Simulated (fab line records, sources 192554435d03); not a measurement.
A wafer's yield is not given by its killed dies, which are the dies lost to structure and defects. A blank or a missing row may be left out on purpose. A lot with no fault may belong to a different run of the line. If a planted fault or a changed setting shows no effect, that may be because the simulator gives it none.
fab line records	flow n5_finfet
record: lots: 6	wafers: 16	last_day: 18
route steps=1938 shown HKMG_FIN@436 BEOL_M4@1111 PASSIVATION@1936
lots with no fault: from the same line, run without faults
start_h: start of the lot's first displayed wafer, in hours after the record's first day	wait_h: hours elapsed since this lot's preceding step	" repeats the value in the row above	L1.1+2: a row that stands for several wafers	- value missing, or start not given	* or withheld: withheld	< > ~ a bound
route shown NAME@n: names a module that has steps shown in the file, with the first one's number in the route	usual: mean and standard deviation over wafers with no fault	same: alike in all rows	chamber/n: place in a boat	sites: readings site by site	_std_site: how widely they spread, as a standard deviation	_edge_site: the outer-site mean with the inner-site mean subtracted	radius_mm: how far each site lies from the wafer's centre	mask NAME#n: copy n	behind: the last tool/chamber to shape the wafer	hold: cause of the lot's hold/its duration in hours/its outcome	device: the transistor (n, p or np) that didn't switch	end of line: tests run on the same wafers once the route is complete	where a step has no rows: the recipe by itself	killed: not the wafer's yield, but the dies lost to structure and defects at the first sort	map: a wafer's dies, marking killed ones x, the rest . and places with no die _
set.NAME: setting as actually run; set.NAME@STEP: the setting as run at that earlier step	model.NAME: the simulator's own value behind a step, which no gauge read
lots at some steps of the route; a table a step, a row a wafer
services: a tool's chamber out of use, with start hour (start_h, from the record's first day; less than 0 if before it), hours out, and reason
== steps ==
step: N5_HKMG_FIN_STRIP_33
recipe: chemistry: N2/H2	temp_c: 40	n2_flow_sccm: 200	h2_flow_sccm: 200	rf_frequency_hz: 6e+07
step: N5_HKMG_FIN_STRIP_34
recipe: chemistry: CF4	resist: SiARC	power_w: 300	bias_power_w: 75	pressure_mtorr: 50	cf4_flow_sccm: 150	rf_frequency_hz: 6e+07
usual: drypump_motor_current_A: 5.7/0.31	oes_product_au: 0.79/0.085	rf_vpp_V: 271.2/1.4	showerhead_plenum_p_Torr: 1.80/0.054	throttle_valve_pct: 13.62/0.24
lot.wafer	tool	chamber	start_h	wait_h	drypump_motor_current_A	oes_product_au	rf_hours_counter_h	rf_vpp_V	showerhead_plenum_p_Torr	throttle_valve_pct
L944.2	rie_diel-03	2	98.73	0.0	5.7	0.76	144	271.2	1.74	13.59
L944.4	"	1	"	"	5.4	0.72	183	270.3	1.72	13.81
L944.6	"	2	"	"	5.7	0.75	-	269.1	1.74	13.57
L947.3	rie_diel-01	1	114.34	0.0	5.9	0.82	79	273.4	1.86	13.26
L947.4	"	0	"	"	6.2	0.81	94	271.3	1.83	13.69
L947.5	"	0	"	"	6.2	0.81	-	270.4	1.83	13.70
L948.3	rie_diel-05	1	129.61	0.0	5.8	0.88	37	271.3	1.85	13.32
L948.4	"	2	"	"	5.9	0.93	-	270.1	1.79	13.77
L949.1	rie_diel-05	2	130.42	0.0	5.9	0.93	11	270.8	1.79	13.77
L949.3	"	0	"	"	5.8	0.74	174	271.9	1.77	13.54
L949.5	"	0	"	"	5.8	0.74	-	270.5	1.77	13.56
L951.2	rie_diel-01	0	136.31	0.0	6.2	0.81	101	270.6	1.82	13.73
L951.5	"	3	"	"	5.1	0.66	-	268.0	1.69	13.79
L963.4	rie_diel-03	2	216.78	0.0	5.7	0.72	181	268.2	1.73	13.67
L963.5	"	2	"	"	5.7	0.73	-	270.5	1.73	13.66
L963.6	"	3	"	"	5.6	0.80	-	272.4	1.81	13.43
step: N5_HKMG_FIN_ETCH_35
recipe: chemistry: N2/H2	target: SOC	target_depth_a: 2158	ion_energy_ev: 65	bias_w: 5	source_w: 3000	time_s: 243.4	pressure_mtorr: 30	n2_flow_sccm: 200	h2_flow_sccm: 200
step: N5_HKMG_FIN_STRIP_92
recipe: chemistry: N2/H2	material: SOC	time_s: 20	power_w: 500	temp_c: 40	pressure_mtorr: 50	rf_frequency_hz: 6e+07	bias_power_w: 8	h2_frac: 0.5	n2_flow_sccm: 300	h2_flow_sccm: 300
step: N5_HKMG_FIN_WET_ETCH_18
recipe: chemistry: SC1	target: TiN	mix: 1:1:5	temp_c: *	time_s: 55	target_depth_nm: 5.2	dry: ipa_marangoni	rinse_time_s: 30	rinse_temp_c: 23
step: N5_HKMG_FIN_STRIP_19
recipe: chemistry: N2/H2	power_w: 2500	temp_c: 300	h2_frac: 0.65	time_s: 360	pressure_mtorr: withheld	n2_flow_sccm: 1750	h2_flow_sccm: 3250
step: N5_HKMG_FIN_ALD_91
recipe: material: TiN	target_thk_a: 10	temp_c: 400	ald_precursor_family: TiCl4	ald_co_reactant: NH3	pulse_time_s: 1	purge_time_s: 3	co_reactant_purge_time_s: 2	co_reactant_pulse_time_s: 2	ald_cycles: 47	pressure_torr: 3
usual: co_reactant_pulse_time_s: 2/0	heater_power_w: 909/82	precursor_pulse_height_rel: 0.999/0.02
lot.wafer	tool	chamber	start_h	wait_h	co_reactant_pulse_time_s	heater_power_w	precursor_pulse_height_rel
L944.2	ald_metal-01	3	99.43	0.3	2	918	0.968
L944.4	"	0	"	"	2	874	1.021
L944.6	"	1	"	"	2	863	0.994
L947.3	ald_metal-01	0	115.04	0.1	2	847	0.986
L947.4	"	2	"	"	2	790	1.006
L947.5	"	1	"	"	2	876	1.017
L948.3	ald_metal-04	3	130.31	0.1	2	828	1.031
L948.4	"	0	"	"	2	867	0.960
L949.1	ald_metal-03	1	131.11	0.3	2	1019	0.950
L949.3	"	2	"	"	2	1007	1.009
L949.5	"	2	"	"	2	1015	0.975
L951.2	ald_metal-03	1	137.01	0.3	2	1028	1.005
L951.5	"	3	"	"	2	882	1.007
L963.4	ald_metal-04	2	217.48	0.1	2	996	0.996
L963.5	"	0	"	"	2	884	0.996
L963.6	"	1	"	"	2	889	0.985
step: N5_HKMG_FIN_COAT_85
recipe: resist: SOC	temp_c: 250	time_s: 60	spin_rpm: 1500	resist_thk_nm: 300
step: N5_HKMG_FIN_ETCH_86
recipe: chemistry: N2/H2	target: SOC	target_depth_a: 3932	stop_on: TiN	ion_energy_ev: 100	bias_w: 61	pressure_mtorr: 30	source_w: 850	n2_flow_sccm: 200	h2_flow_sccm: 200
usual: drypump_motor_current_A: 5.8/0.36	oes_product_au: 0.80/0.089	rf_vpp_V: 241.0/1.4	showerhead_plenum_p_Torr: 2.55/0.091	throttle_valve_pct: 17.79/0.25
lot.wafer	tool	chamber	start_h	wait_h	drypump_motor_current_A	oes_product_au	rf_hours_counter_h	rf_vpp_V	showerhead_plenum_p_Torr	throttle_valve_pct
L944.2	rie_diel-05	3	99.76	-	5.3	0.67	247	239.7	2.49	18.42
L944.4	"	0	"	"	5.8	0.75	-	241.2	2.53	17.75
L944.6	"	1	"	"	5.8	0.90	-	242.9	2.58	17.28
L947.3	rie_diel-01	2	115.38	-	6.2	0.69	244	242.1	2.59	17.99
L947.4	"	3	"	"	5.1	0.66	238	238.9	2.39	18.00
L947.5	"	0	"	"	6.2	0.82	-	240.8	2.55	17.74
L948.3	rie_diel-01	1	130.65	-	6.0	0.81	83	241.5	2.67	17.55
L948.4	"	2	"	"	6.2	0.69	248	242.3	2.59	17.97
L949.1	rie_diel-05	0	131.45	-	5.8	0.74	174	240.0	2.53	17.78
L949.3	"	1	"	"	5.9	0.88	38	243.3	2.57	17.30
L949.5	"	1	"	"	5.9	0.88	-	241.6	2.57	17.31
L951.2	rie_diel-01	0	137.35	-	6.2	0.81	101	241.6	2.55	17.76
L951.5	"	3	"	"	5.2	0.66	-	237.5	2.39	18.01
L963.4	rie_diel-01	2	217.92	-	6.2	0.91	31	242.2	2.58	17.68
L963.5	"	3	"	"	5.1	0.91	-	244.4	2.70	17.55
L963.6	"	2	"	"	6.2	0.90	-	242.3	2.58	17.71
step: N5_HKMG_FIN_STRIP_89
recipe: chemistry: N2/H2	material: SOC	time_s: 20	power_w: 500	temp_c: 40	pressure_mtorr: 50	rf_frequency_hz: 6e+07	bias_power_w: 8	h2_frac: 0.5	n2_flow_sccm: 300	h2_flow_sccm: 300
usual: drypump_motor_current_A: 5.8/0.36	oes_product_au: 0.82/0.098	rf_vpp_V: 54.2/0.81	showerhead_plenum_p_Torr: 3.37/0.12	throttle_valve_pct: 18.9/0.35
lot.wafer	tool	chamber	start_h	wait_h	drypump_motor_current_A	oes_product_au	rf_hours_counter_h	rf_vpp_V	showerhead_plenum_p_Torr	throttle_valve_pct
L944.2	rie_diel-05	3	99.82	0.0	5.3	0.68	247	53.9	3.29	19.6
L944.4	"	0	"	"	5.8	0.75	-	53.3	3.34	19.0
L944.6	"	1	"	"	5.8	0.92	-	53.9	3.41	18.1
L947.3	rie_diel-01	2	115.44	0.0	6.2	0.70	244	54.6	3.42	19.1
L947.4	"	3	"	"	5.1	0.67	238	54.5	3.17	19.1
L947.5	"	0	"	"	6.2	0.85	-	54.0	3.37	18.9
L948.3	rie_diel-01	1	130.71	0.0	5.9	0.81	84	53.2	3.52	18.6
L948.4	"	2	"	"	6.2	0.69	249	53.6	3.42	19.1
L949.1	rie_diel-05	0	131.51	0.0	5.8	0.75	175	54.4	3.34	19.0
L949.3	"	1	"	"	5.8	0.91	38	54.4	3.40	18.2
L949.5	"	1	"	"	5.8	0.91	-	53.7	3.40	18.2
L951.2	rie_diel-01	0	137.41	0.0	6.2	0.83	102	53.5	3.36	18.9
L951.5	"	3	"	"	5.2	0.67	-	53.9	3.17	19.1
L963.4	rie_diel-01	2	217.98	0.0	6.2	0.94	31	53.7	3.40	18.8
L963.5	"	3	"	"	5.1	0.94	-	53.1	3.56	18.7
L963.6	"	2	"	"	6.2	0.93	-	54.0	3.40	18.9
step: N5_HKMG_FIN_WET_ETCH_87
recipe: chemistry: SC1	target: TiN	mix: 1:2:40	temp_c: 50	time_s: 154.2	target_depth_nm: 4.7	dry: ipa_marangoni	rinse_time_s: 30	rinse_temp_c: 23
step: N5_HKMG_FIN_STRIP_88
recipe: chemistry: N2/H2	power_w: 2500	temp_c: 300	h2_frac: 0.65	time_s: 360	pressure_mtorr: withheld	n2_flow_sccm: 1750	h2_flow_sccm: 3250
step: N5_HKMG_FIN_NWFM_ALD_20
recipe: material: TiAlC	target_thk_a: 20	temp_c: 300	ald_precursor_family: TiCl4	ald_co_reactant: TEA	pulse_time_s: 3	purge_time_s: 2	co_reactant_purge_time_s: 2	co_reactant_pulse_time_s: 10	ald_cycles: 7	pressure_torr: 3
usual: co_reactant_pulse_time_s: 10/0	heater_power_w: 500/40	precursor_pulse_height_rel: 1.000/0.021
lot.wafer	tool	chamber	start_h	wait_h	co_reactant_pulse_time_s	heater_power_w	precursor_pulse_height_rel
L944.2	ald_metal-04	0	100.40	0.3	10	493	1.015
L944.4	"	2	"	"	10	554	1.042
L944.6	"	2	"	"	10	566	0.969
L947.3	ald_metal-04	0	116.01	0.1	10	490	0.977
L947.4	"	3	"	"	10	457	0.968
L947.5	"	1	"	"	10	482	0.995
L948.3	ald_metal-04	2	131.47	0.1	10	541	1.000
L948.4	"	3	"	"	11.426	461	0.990
L949.1	ald_metal-01	3	132.09	0.3	10	507	1.043
L949.3	"	2	"	"	10	452	0.960
L949.5	"	2	"	"	10	448	1.024
L951.2	ald_metal-04	0	137.99	0.3	11.426	488	1.020
L951.5	"	3	"	"	10	468	0.994
L963.4	ald_metal-04	1	218.55	0.1	10	484	1.012
L963.5	"	1	"	"	10	487	1.029
L963.6	"	2	"	"	10	555	1.010
step: N5_HKMG_FIN_ALD_71
recipe: material: TiN	target_thk_a: 10	temp_c: 400	ald_precursor_family: TiCl4	ald_co_reactant: NH3	pulse_time_s: 1	purge_time_s: 3	co_reactant_purge_time_s: 2	co_reactant_pulse_time_s: 2	ald_cycles: 47	pressure_torr: 3
usual: co_reactant_pulse_time_s: 2/0	heater_power_w: 892/72	precursor_pulse_height_rel: 1.000/0.019
lot.wafer	tool	chamber	start_h	wait_h	co_reactant_pulse_time_s	heater_power_w	precursor_pulse_height_rel
L944.2	ald_metal-04	0	100.50	0.0	2	883	1.039
L944.4	"	2	"	"	2	977	1.016
L944.6	"	2	"	"	2	996	1.018
L947.3	ald_metal-04	0	116.11	0.0	2	878	1.045
L947.4	"	3	"	"	2	812	1.011
L947.5	"	1	"	"	2	865	1.001
L948.3	ald_metal-04	2	131.57	0.0	2	1008	0.989
L948.4	"	3	"	"	2	817	1.006
L949.1	ald_metal-01	3	132.19	0.0	2	909	1.000
L949.3	"	2	"	"	2	805	0.952
L949.5	"	2	"	"	2	805	1.018
L951.2	ald_metal-04	0	138.09	0.0	2	874	1.023
L951.5	"	3	"	"	2	839	1.005
L963.4	ald_metal-04	1	218.65	0.0	2	869	1.012
L963.5	"	1	"	"	2	877	0.970
L963.6	"	2	"	"	2	970	0.982
step: N5_BEOL_M4_RC_MEAS_101
usual: DIBL_N: 35.4/2.1	DIBL_P: 34.8/2.6	IOFF_N: 0.15/0.037	IOFF_P: 0.19/0.037	ION_N: 677/16	ION_P: 462/9.3	SS_N: 71.4/0.75	SS_P: 72.9/0.77	VT_N: 250/3.7	VT_P: -251/3.5
lot.wafer	tool	chamber	start_h	wait_h	DIBL_N[mV/V]	DIBL_P[mV/V]	IOFF_N[nA/um]	IOFF_P[nA/um]	ION_N[uA/um]	ION_P[uA/um]	SS_N[mV/dec]	SS_P[mV/dec]	VT_N[mV]	VT_P[mV]
L944.2	prober-02	0	198.60	0.3	38.4	39.8	0.20	0.25	699	473	72.0	73.6	247	-249
L944.4	"	0	"	"	33.5	34.8	0.13	0.17	679	465	70.9	72.8	254	-252
L944.6	"	0	"	"	31.5	30.8	0.09	0.12	658	453	69.6	71.7	254	-258
L947.3	prober-01	0	203.27	0.8	36.7	35.9	0.16	0.18	679	456	71.4	73.5	249	-254
L947.4	"	0	"	"	36.7	36.0	0.17	0.19	693	467	72.0	72.7	248	-254
L947.5	"	0	"	"	33.3	31.7	0.11	0.13	660	448	70.5	72.2	255	-258
L949.1	prober-01	0	225.90	0.0	34.1	34.0	0.14	0.21	674	470	71.2	72.5	248	-249
L949.3	"	0	"	"	33.8	33.4	0.12	0.20	660	461	70.9	73.0	255	-249
L949.5	"	0	"	"	32.5	31.7	0.11	0.18	666	469	70.3	72.1	252	-249
L948.3	prober-01	0	227.14	0.8	40.9	40.4	0.25	0.29	703	473	71.5	75.2	244	-246
L948.4	"	0	"	"	36.6	34.8	0.17	0.19	692	464	71.2	73.1	246	-252
L951.2	prober-01	0	231.49	0.8	37.8	36.2	0.18	0.22	676	459	71.9	73.0	249	-249
L951.5	"	0	"	"	36.2	34.3	0.14	0.20	684	466	71.4	72.4	248	-249
L963.4	prober-01	0	327.77	0.5	34.0	33.9	0.13	0.20	675	474	70.4	71.8	249	-246
L963.5	"	0	"	"	33.2	32.4	0.12	0.19	665	467	70.2	71.5	251	-248
L963.6	"	0	"	"	35.3	34.1	0.14	0.19	678	465	72.1	72.5	252	-249
step: N5_PASSIVATION_PROBE_49
usual: defect_limited_yield: 90.5/1.7	killed_at_M0_to_M3: 37/12	killed_at_M4_up: 14/5.2	killed_at_contacts: 12/5.9	killed_at_front_end: 45/14	killed_at_other: 3.5/2.8	killed_dies: 112/21	killed_open: 73/15	killed_short: 36/8.9	sort_bin_5_function: 5.6/1.2	sort_bin_6_memory: 3.5/0.68	sort_n_pass: 1068/21	sort_yield_pct: 90.5/1.8
same: gross_dies: 1180	killed_at_back_side: 0	sort_bin_4_leakage[%]: 0	sort_bin_8_speed[%]: 0
lot.wafer	tool	chamber	start_h	wait_h	defect_limited_yield[%]	killed_at_M0_to_M3	killed_at_M4_up	killed_at_contacts	killed_at_front_end	killed_at_other	killed_dies	killed_open	killed_short	sort_bin_5_function[%]	sort_bin_6_memory[%]	sort_n_pass	sort_yield_pct[%]
L948.4	prober-02	-	336.77	0.2	89.7	29	13	19	58	3	122	79	37	6.7	3.6	1058	89.7
L951.2	prober-01	-	343.05	0.1	88.1	54	3	17	59	8	141	91	48	7.7	3.7	1039	88.1
L951.5	prober-01	-	343.20	0.2	88.5	35	15	24	61	1	136	97	35	8.0	3.3	1044	88.5
L963.4	prober-01	-	436.54	0.2	90.8	41	17	19	30	1	108	69	31	4.7	3.6	1072	90.8
L963.5	prober-01	-	436.59	0.2	91.6	32	21	12	34	0	99	67	29	4.7	3.4	1081	91.6
L963.6	prober-01	-	436.64	0.3	90.1	52	18	21	26	0	117	79	34	5.7	3.7	1063	90.1
killed by level:class
L948.4 STI_FIN_REVEAL:geometric_particle:open=19 FIN_SAQP:geometric_particle:open=14 MOL_CONTACT_COAG:geometric_particle:open=11 FIN_SAQP:geometric_particle:short=8 BEOL_M3:geometric_particle:open=8 MOL_CONTACT_COAG:geometric_particle:short=7 DUMMY_GATE:geometric_particle:open=5 BEOL_M0_SAQP:geometric_particle:short=5
L951.2 BEOL_M0_SAQP:geometric_particle:short=17 DUMMY_GATE:geometric_particle:open=14 MOL_CONTACT_COAG:geometric_particle:open=13 BEOL_M0_SAQP:geometric_particle:open=10 BEOL_M1:geometric_particle:open=9 STI_FIN_REVEAL:geometric_particle:open=8 GATE_CUT:geometric_particle:open=8 FIN_SAQP:geometric_particle:open=7
L951.5 MOL_CONTACT_COAG:geometric_particle:open=21 STI_FIN_REVEAL:geometric_particle:open=20 BEOL_M2:geometric_particle:open=13 BEOL_M3:geometric_particle:open=8 FIN_SAQP:geometric_particle:open=7 BEOL_M0_SAQP:geometric_particle:open=7 STI_FIN_REVEAL:geometric_particle:short=6 DUMMY_GATE:geometric_particle:open=6
L963.4 MOL_CONTACT_COAG:geometric_particle:open=15 BEOL_M0_SAQP:geometric_particle:open=14 BEOL_M0_SAQP:geometric_particle:short=9 BEOL_M1:geometric_particle:open=6 BEOL_M4:geometric_particle:open=5 DUMMY_GATE:geometric_particle:open=4 MOL_CONTACT_COAG:geometric_particle:short=4 BEOL_M2:geometric_particle:open=4
L963.5 BEOL_M0_SAQP:geometric_particle:short=15 MOL_CONTACT_COAG:geometric_particle:open=9 FIN_SAQP:geometric_particle:open=9 GATE_CUT:geometric_particle:open=8 BEOL_M4:geometric_particle:open=8 BEOL_M0_SAQP:geometric_particle:open=6 FIN_SAQP:geometric_particle:short=4 BEOL_M1:geometric_particle:open=4
L963.6 BEOL_M0_SAQP:geometric_particle:open=19 MOL_CONTACT_COAG:geometric_particle:open=17 BEOL_M0_SAQP:geometric_particle:short=13 BEOL_M4:geometric_particle:open=9 BEOL_M2:geometric_particle:open=8 STI_FIN_REVEAL:geometric_particle:open=7 FIN_SAQP:geometric_particle:open=5 STI_FIN_REVEAL:geometric_particle:short=4
== services ==
tool	chamber	start_h	hours	kind
rie_diel-01	-	87.14	1.0	repair
rie_diel-05	2	88.44	-	clean
rie_diel-05	2	88.44	-	consumable_replace:focus_ring
ald_metal-04	0	122.42	2.0	repair
ald_metal-03	0	127.05	11.6	repair
rie_diel-01	2	134.57	-	clean
rie_diel-01	2	134.57	-	consumable_replace:esc
rie_diel-01	2	134.57	-	consumable_replace:focus_ring
rie_diel-01	2	134.57	18.7	scheduled_down
rie_diel-01	2	134.57	18.7	vent_cycle
ald_metal-04	0	138.99	24.5	repair
ald_metal-04	3	140.65	11.8	repair
rie_diel-01	-	141.22	1.0	repair
rie_diel-05	-	143.37	14.6	pm
rie_diel-03	3	149.91	2.5	repair
rie_diel-01	3	153.44	-	clean
rie_diel-01	3	153.44	-	consumable_replace:focus_ring
rie_diel-01	3	153.44	-	consumable_replace:showerhead
rie_diel-01	3	153.44	27.5	scheduled_down
rie_diel-01	3	153.44	27.5	vent_cycle
rie_diel-05	-	180.40	15.6	pm
ald_metal-01	1	190.98	1.6	repair
ald_metal-04	-	202.39	0.8	repair
ald_metal-04	-	207.84	2.8	pm
== key ==
first_sign: step: N5_HKMG_FIN_NWFM_ALD_20	reading: co_reactant_pulse_time_s	direction: up	sigmas: 99+	usual: *	struck: *
effect none on later readings
met_at N5_HKMG_FIN_NWFM_ALD_20
struck_wafers L948.4,L951.2
onset_between 116.01 131.47
fault: kind: process_parameter_drift	tool: ald_metal-04	chamber: -	onset_h: 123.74	steps: N5_HKMG_FIN_NWFM_ALD_20	channel: co_reactant_pulse_time_s	offset: *	shape: step	end_h: 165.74	scope: struck_wafers_only	acts_in: *	stated: *
